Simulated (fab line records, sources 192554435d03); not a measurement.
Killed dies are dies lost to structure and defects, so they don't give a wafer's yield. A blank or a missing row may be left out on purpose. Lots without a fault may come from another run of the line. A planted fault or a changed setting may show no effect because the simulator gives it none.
Chamber matching | flow n5_finfet | N5_DUMMY_GATE_STRIP_41 on rie_diel-06: 4 sister chambers
The step strips in O2. 8 wafers are shown with their chamber, then 12 later ones without.

WAFERS WITH THEIR CHAMBER
wafer  | chamber | showerhead_plenum_p_Torr (Torr) | throttle_valve_pct (%)
L090.1 | 1       | 2.07                            | 17.04
L090.2 | 0       | 2.12                            | 16.72
L091.1 | 1       | 2.07                            | 17.04
L091.5 | 2       | 2.08                            | 16.89
L091.6 | 3       | 1.97                            | 16.79
L092.3 | 0       | 2.11                            | 16.75
L092.4 | 3       | 1.97                            | 16.79
L092.5 | 2       | 2.08                            | 16.91

WAFERS WITHOUT THEIR CHAMBER
wafer  | showerhead_plenum_p_Torr (Torr) | throttle_valve_pct (%)
L093.1 | 1.97                            | 16.80
L093.2 | 2.11                            | 16.75
L093.5 | 2.11                            | 16.75
L094.1 | 2.11                            | 16.76
L094.2 | 1.97                            | 16.78
L094.4 | 2.08                            | 16.94
L095.1 | 1.97                            | 16.82
L095.3 | 2.07                            | 16.93
L095.4 | 1.97                            | 16.82
L096.2 | 2.11                            | 16.77
L096.3 | 2.07                            | 16.91
L096.6 | 2.11                            | 16.77

WHICH CHAMBER EACH WENT THROUGH
wafer  | from the rows above | in truth
L093.1 | 3                   | 3
L093.2 | 0                   | 0
L093.5 | 0                   | 0
L094.1 | 0                   | 0
L094.2 | 3                   | 3
L094.4 | 2                   | 2
L095.1 | 3                   | 3
L095.3 | 2                   | 2
L095.4 | 3                   | 3
L096.2 | 0                   | 0
L096.3 | 2                   | 2
L096.6 | 0                   | 0
Placed correctly: 12 of 12. Can't be placed from these rows: 0. Placed wrongly: 0.
How it was worked out, from the rows above alone: a wafer's distance from a chamber is the root of the sum, over the readings, of the square of ((its reading less the chamber's mean) divided by the reading's scatter). The wafer belongs to the nearest chamber; if the next one is less than 2 further off, it can't be placed. A chamber's mean is the mean of its shown wafers. The scatter: the root of (the sum of the squares of (reading less its chamber's mean) over the shown wafers, divided by (wafers less chambers)).
